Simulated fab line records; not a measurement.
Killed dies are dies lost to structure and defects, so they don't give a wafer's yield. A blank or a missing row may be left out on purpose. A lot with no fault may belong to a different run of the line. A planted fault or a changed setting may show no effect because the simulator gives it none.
Which of the tools did it? -- flow n5 finfet -- 24 lots with 72 wafers sampled at 6 steps, on a route of 1938 steps

== WHAT THE GAUGES READ, wafer by wafer ==
No reading from a measuring or inspecting step in the record can be judged against a usual standard deviation.

== EACH LOT AND THE TOOL THAT RAN IT (in order: tool; ch and the chambers of the sampled wafers; start) ==
lot,N5_BEOL_M4_HM_DEP_02,N5_BEOL_M4_ETCH_64,N5_BEOL_M4_STRIP_66,N5_BEOL_M4_ETCH_41,N5_BEOL_M4_SURFACE_TREAT_85,N5_BEOL_M4_SPUTTER_96
L074,"pvd sputter-03, day 7 10:23","rie diel-02 ch 1,2,3, day 7 10:59","rie diel-02 ch 1,2,3, day 7 11:07","rie diel-01 ch 0,3, day 7 17:30 or earlier","pvd sputter-03, day 7 17:30","pvd sputter-01, day 7 19:29"
L075,"pvd sputter-03, day 7 20:19","rie diel-01 ch 1,2,3, day 7 21:03","rie diel-01 ch 1,2,3, day 7 21:11","rie diel-02 ch 0,2,3, day 7 23:46 or earlier","pvd sputter-02, day 7 23:46","pvd sputter-02, day 8 02:04"
L076,"pvd sputter-01, day 8 03:14","rie diel-02 ch 0,1,2, day 8 03:58","rie diel-02 ch 0,1,2, day 8 04:05","rie diel-02 ch 0,3, day 8 12:02 or earlier","pvd sputter-01, day 8 12:02","pvd sputter-01, day 8 14:04"
L077,"pvd sputter-01, day 8 14:40","rie diel-02 ch 0,1,2, day 8 15:16","rie diel-02 ch 0,1,2, day 8 15:23","rie diel-05 ch 0,2,3, day 9 00:22 or earlier","pvd sputter-02, day 9 00:22","pvd sputter-02, day 9 02:32"
L079,"pvd sputter-03, day 8 19:20","rie diel-02 ch 0,1,2, day 8 20:04","rie diel-02 ch 0,1,2, day 8 20:12","rie diel-01 ch 0,3, day 9 00:25 or earlier","pvd sputter-02, day 9 00:25","pvd sputter-03, day 9 08:27"
L080,"pvd sputter-03, day 9 00:14","rie diel-05 ch 2,3, day 9 00:59","rie diel-05 ch 2,3, day 9 01:07","rie diel-05 ch 0,2, day 9 12:59 or earlier","pvd sputter-01, day 9 12:59","pvd sputter-03, day 9 15:08"
L078,"pvd sputter-02, day 9 03:49","rie diel-05 ch 0,2,3, day 9 04:28","rie diel-05 ch 0,2,3, day 9 04:34","rie diel-05 ch 0,1, day 9 16:05 or earlier","pvd sputter-02, day 9 16:05","pvd sputter-01, day 9 18:04"
L081,"pvd sputter-01, day 9 12:00","rie diel-02 ch 1,2,3, day 9 12:37","rie diel-02 ch 1,2,3, day 9 12:45","rie diel-02 ch 0,1, day 9 16:10 or earlier","pvd sputter-02, day 9 16:10","pvd sputter-01, day 9 19:55"
L082,"pvd sputter-01, day 9 12:47","rie diel-01 ch 2,3, day 9 13:22","rie diel-01 ch 2,3, day 9 13:31","rie diel-01 ch 1,2,3, day 9 19:22 or earlier","pvd sputter-03, day 9 19:22","pvd sputter-03, day 9 21:35"
L085,"pvd sputter-03, day 10 05:11","rie diel-05 ch 1,2,3, day 10 05:48","rie diel-05 ch 1,2,3, day 10 05:56","rie diel-01 ch 0,2,3, day 10 12:44 or earlier","pvd sputter-01, day 10 12:44","pvd sputter-03, day 10 14:53"
L084,"pvd sputter-02, day 10 12:03","rie diel-01 ch 0,2,3, day 10 12:53","rie diel-01 ch 0,2,3, day 10 13:01","rie diel-02 ch 0,2,3, day 10 18:40 or earlier","pvd sputter-02, day 10 18:40","pvd sputter-01, day 10 20:40"
L083,"pvd sputter-02, day 10 16:32","rie diel-05 ch 1,2,3, day 10 17:08","rie diel-05 ch 1,2,3, day 10 17:16","rie diel-05 ch 1,3, day 10 21:10 or earlier","pvd sputter-01, day 10 21:10","pvd sputter-03, day 10 23:09"
L087,"pvd sputter-02, day 10 18:20","rie diel-02 ch 1,2,3, day 10 19:01","rie diel-02 ch 1,2,3, day 10 19:09","rie diel-02 ch 2,3, day 11 01:41 or earlier","pvd sputter-01, day 11 01:41","pvd sputter-02, day 11 05:19"
L086,"pvd sputter-03, day 10 20:56","rie diel-05 ch 2,3, day 10 22:14","rie diel-05 ch 2,3, day 10 22:22","rie diel-05 ch 2,3, day 11 04:47 or earlier","pvd sputter-03, day 11 04:47","pvd sputter-01, day 11 06:52"
L088,"pvd sputter-03, day 11 07:28","rie diel-02 ch 0,2, day 11 08:12","rie diel-02 ch 0,2, day 11 08:20","rie diel-02 ch 2,3, day 11 13:25 or earlier","pvd sputter-02, day 11 13:25","pvd sputter-01, day 11 17:21"
L090,"pvd sputter-03, day 11 08:38","rie diel-02 ch 1,3, day 11 09:19","rie diel-02 ch 1,3, day 11 09:26","rie diel-05 ch 1,2,3, day 11 18:52 or earlier","pvd sputter-02, day 11 18:52","pvd sputter-02, day 11 21:04"
L091,"pvd sputter-01, day 12 00:48","rie diel-02 ch 0,2, day 12 01:33","rie diel-02 ch 0,2, day 12 01:41","rie diel-01 ch 1,3, day 12 04:47 or earlier","pvd sputter-03, day 12 04:47","pvd sputter-03, day 12 06:49"
L089,"pvd sputter-03, day 12 03:41","rie diel-05 ch 0,1,2, day 12 04:24","rie diel-05 ch 0,1,2, day 12 04:32","rie diel-02 ch 0,3, day 12 12:01 or earlier","pvd sputter-03, day 12 12:01","pvd sputter-01, day 12 14:03"
L092,"pvd sputter-02, day 12 04:14","rie diel-01 ch 1,2,3, day 12 04:58","rie diel-01 ch 1,2,3, day 12 05:05","rie diel-02 ch 2,3, day 12 15:33 or earlier","pvd sputter-01, day 12 15:33","pvd sputter-01, day 12 17:32"
L093,"pvd sputter-02, day 12 04:53","rie diel-02 ch 1,2,3, day 12 05:29","rie diel-02 ch 1,2,3, day 12 05:37","rie diel-01 ch 0,1,2, day 12 18:40 or earlier","pvd sputter-02, day 12 18:40","pvd sputter-01, day 12 20:40"
L094,"pvd sputter-01, day 12 14:08","rie diel-01 ch 0,1, day 12 15:53","rie diel-01 ch 0,1, day 12 16:01","rie diel-05 ch 0,2,3, day 12 22:08 or earlier","pvd sputter-03, day 12 22:08","pvd sputter-02, day 13 01:35"
L095,"pvd sputter-01, day 13 00:48","rie diel-05 ch 2,3, day 13 01:31","rie diel-05 ch 2,3, day 13 01:39","rie diel-01 ch 0,1,3, day 13 06:42 or earlier","pvd sputter-03, day 13 06:42","pvd sputter-02, day 13 09:04"
L096,"pvd sputter-01, day 13 15:18","rie diel-01 ch 1,2,3, day 13 15:53","rie diel-01 ch 1,2,3, day 13 16:01","rie diel-01 ch 0,1,2, day 13 19:11 or earlier","pvd sputter-02, day 13 19:11","pvd sputter-02, day 13 21:12"
L097,"pvd sputter-01, day 13 16:31","rie diel-02 ch 0,2,3, day 13 17:09","rie diel-02 ch 0,2,3, day 13 17:17","rie diel-01 ch 0,1,2, day 14 00:23 or earlier","pvd sputter-02, day 14 00:23","pvd sputter-01, day 14 03:37"
- N5_BEOL_M4_HM_DEP_02: deposits TiN, target thk 20 nm.
- N5_BEOL_M4_ETCH_64: etches SOC in N2/H2, target depth 75 nm, overetch 22.5 nm, time 121.9 s.
- N5_BEOL_M4_STRIP_66: strips in CF4.
- N5_BEOL_M4_ETCH_41: etches SiCN in CH3F/O2, target depth 29.9 nm, time 52.5 s.
- N5_BEOL_M4_SURFACE_TREAT_85
- N5_BEOL_M4_SPUTTER_96: material Cu, target thk 4.5 nm, time 8.29 s.

== WHAT THE TOOLS THEMSELVES READ (means of the sampled wafers that have a number; where no wafer has one, the mark that the record gives instead) ==
N5_BEOL_M4_HM_DEP_02.
lot,tool,throttle valve pct (%)
L074,pvd sputter-03,29.8
L075,pvd sputter-03,29.8
L076,pvd sputter-01,29.8
L077,pvd sputter-01,30.4
L079,pvd sputter-03,30.3
L080,pvd sputter-03,30.1
L078,pvd sputter-02,30.7
L081,pvd sputter-01,29.8
L082,pvd sputter-01,30.4
L085,pvd sputter-03,30.1
L084,pvd sputter-02,30.6
L083,pvd sputter-02,30.6
L087,pvd sputter-02,30.7
L086,pvd sputter-03,30.1
L088,pvd sputter-03,30.3
L090,pvd sputter-03,30.0
L091,pvd sputter-01,30.3
L089,pvd sputter-03,30.2
L092,pvd sputter-02,30.9
L093,pvd sputter-02,30.5
L094,pvd sputter-01,30.6
L095,pvd sputter-01,29.7
L096,pvd sputter-01,30.1
L097,pvd sputter-01,30.1

N5_BEOL_M4_ETCH_64.
lot,tool,drypump motor current A (A),oes product au (a.u.),rf vpp V (V),showerhead plenum p Torr (Torr),throttle valve pct (%)
L074,rie diel-02,6.1,0.57,524.1,2.55,17.86
L075,rie diel-01,5.4,0.61,523.8,2.51,17.91
L076,rie diel-02,5.9,0.57,522.9,2.51,17.88
L077,rie diel-02,5.9,0.57,523.2,2.51,17.90
L079,rie diel-02,5.9,0.57,523.2,2.51,17.90
L080,rie diel-05,5.5,0.54,522.1,2.48,18.11
L078,rie diel-05,5.3,0.53,521.9,2.48,17.98
L081,rie diel-02,6.0,0.56,523.7,2.55,17.89
L082,rie diel-01,5.4,0.66,522.8,2.51,17.86
L085,rie diel-05,5.7,0.59,521.9,2.47,17.85
L084,rie diel-01,5.7,0.62,522.5,2.49,17.75
L083,rie diel-05,5.6,0.59,522.4,2.47,17.87
L087,rie diel-02,6.0,0.55,524.1,2.54,17.90
L086,rie diel-05,5.5,0.53,522.9,2.47,18.14
L088,rie diel-02,5.8,0.56,522.8,2.50,18.12
L090,rie diel-02,6.1,0.55,524.2,2.54,17.73
L091,rie diel-02,5.7,0.57,522.1,2.47,17.96
L089,rie diel-05,5.4,0.64,522.6,2.47,17.62
L092,rie diel-01,5.4,0.64,522.7,2.50,17.83
L093,rie diel-02,6.1,0.55,523.6,2.54,17.93
L094,rie diel-01,6.3,0.65,522.6,2.48,17.50
L095,rie diel-05,5.3,0.59,520.3,2.44,17.96
L096,rie diel-01,5.4,0.62,522.8,2.49,17.87
L097,rie diel-02,5.9,0.55,522.3,2.50,17.98

N5_BEOL_M4_STRIP_66.
lot,tool,drypump motor current A (A),oes product au (a.u.),rf vpp V (V),showerhead plenum p Torr (Torr),throttle valve pct (%)
L074,rie diel-02,6.0,0.74,271.1,1.800,13.64
L075,rie diel-01,5.4,0.80,270.7,1.780,13.72
L076,rie diel-02,5.8,0.75,270.2,1.773,13.66
L077,rie diel-02,5.9,0.74,270.1,1.772,13.68
L079,rie diel-02,5.9,0.74,270.6,1.771,13.68
L080,rie diel-05,5.5,0.70,269.5,1.760,13.96
L078,rie diel-05,5.3,0.69,270.4,1.754,13.83
L081,rie diel-02,6.0,0.72,271.6,1.795,13.67
L082,rie diel-01,5.4,0.85,271.0,1.773,13.64
L085,rie diel-05,5.6,0.77,270.5,1.752,13.68
L084,rie diel-01,5.7,0.81,270.8,1.766,13.55
L083,rie diel-05,5.6,0.76,270.0,1.750,13.69
L087,rie diel-02,6.0,0.72,270.2,1.792,13.70
L086,rie diel-05,5.5,0.68,270.7,1.754,14.00
L088,rie diel-02,5.8,0.73,269.8,1.765,13.91
L090,rie diel-02,6.1,0.71,271.7,1.792,13.53
L091,rie diel-02,5.7,0.73,270.5,1.742,13.76
L089,rie diel-05,5.4,0.83,269.4,1.743,13.39
L092,rie diel-01,5.4,0.84,270.6,1.770,13.61
L093,rie diel-02,6.1,0.71,270.3,1.789,13.75
L094,rie diel-01,6.2,0.85,269.6,1.754,13.27
L095,rie diel-05,5.3,0.78,270.1,1.730,13.73
L096,rie diel-01,5.4,0.81,270.8,1.765,13.64
L097,rie diel-02,5.9,0.72,270.5,1.763,13.78

N5_BEOL_M4_ETCH_41.
lot,tool,drypump motor current A (A),oes product au (a.u.),rf vpp V (V),showerhead plenum p Torr (Torr),throttle valve pct (%)
L074,rie diel-01,5.9,0.83,296.0,1.966,16.11
L075,rie diel-02,5.9,0.76,296.7,1.983,16.44
L076,rie diel-02,5.9,0.78,296.7,1.987,16.28
L077,rie diel-05,5.3,0.69,296.4,1.951,16.49
L079,rie diel-01,5.4,0.77,297.1,1.974,16.33
L080,rie diel-05,5.1,0.69,296.5,1.948,16.38
L078,rie diel-05,5.7,0.88,296.4,1.968,16.08
L081,rie diel-02,5.8,0.76,296.2,1.952,16.30
L082,rie diel-01,5.4,0.79,295.9,1.969,16.44
L085,rie diel-01,5.7,0.82,297.0,1.963,16.27
L084,rie diel-02,5.9,0.75,296.4,1.976,16.48
L083,rie diel-05,5.8,0.77,296.6,1.968,16.52
L087,rie diel-02,6.0,0.73,297.5,1.997,16.63
L086,rie diel-05,5.5,0.68,295.8,1.945,16.69
L088,rie diel-02,6.0,0.74,296.9,2.001,16.46
L090,rie diel-05,5.6,0.76,297.0,1.942,16.43
L091,rie diel-01,5.4,0.89,296.5,1.963,16.20
L089,rie diel-02,6.0,0.75,296.9,1.976,16.33
L092,rie diel-02,6.0,0.71,297.8,1.992,16.65
L093,rie diel-01,6.0,0.88,297.2,1.949,16.11
L094,rie diel-05,5.3,0.87,296.6,1.941,16.26
L095,rie diel-01,5.7,0.82,295.9,1.955,16.20
L096,rie diel-01,6.0,0.86,295.8,1.947,16.14
L097,rie diel-01,6.0,0.87,296.7,1.946,16.14

N5_BEOL_M4_SPUTTER_96.
lot,tool,chuck gas flow sccm (sccm),throttle valve pct (%)
L074,pvd sputter-01,1.25,30.4
L075,pvd sputter-02,1.25,30.7
L076,pvd sputter-01,1.24,30.5
L077,pvd sputter-02,1.20,30.6
L079,pvd sputter-03,1.27,30.2
L080,pvd sputter-03,1.32,30.2
L078,pvd sputter-01,1.25,30.5
L081,pvd sputter-01,1.21,30.3
L082,pvd sputter-03,1.23,30.4
L085,pvd sputter-03,1.29,30.1
L084,pvd sputter-01,1.25,30.5
L083,pvd sputter-03,1.26,30.1
L087,pvd sputter-02,1.24,30.7
L086,pvd sputter-01,1.27,30.6
L088,pvd sputter-01,1.23,29.7
L090,pvd sputter-02,1.25,30.9
L091,pvd sputter-03,1.26,30.2
L089,pvd sputter-01,1.29,30.4
L092,pvd sputter-01,1.26,30.4
L093,pvd sputter-01,1.32,30.3
L094,pvd sputter-02,1.25,30.6
L095,pvd sputter-02,1.24,30.6
L096,pvd sputter-02,1.30,30.6
L097,pvd sputter-01,1.32,30.1

== THE ANSWER, worked out from the rows above alone ==
Rule: what is usual is taken from the lots themselves. Put in order of their means at a reading, lots are off if they are a third of the lots or fewer, leave a main group of 4 or more, and stand apart from it by a gap of 3 or more times the standard deviation of the main group's means; of several such gaps the widest counts. A main group whose means are all the same, to the digits that the tables above print for the reading, isn't used. A lot without any number at a reading at which 4 lots or more have one is off too. Where the step has rows for the other lots, those lots are counted as sound. The gauges are gone through in route order, then the tools' own readings, and for those a lot's mean is taken as printed above. At the first step where some lot is off, the reading lying furthest off is the one used; lots without a number count as furthest.
Across all readings shown, no lot is off: no conclusion can be drawn from this.

== WHAT THE SIMULATOR PUT IN ==
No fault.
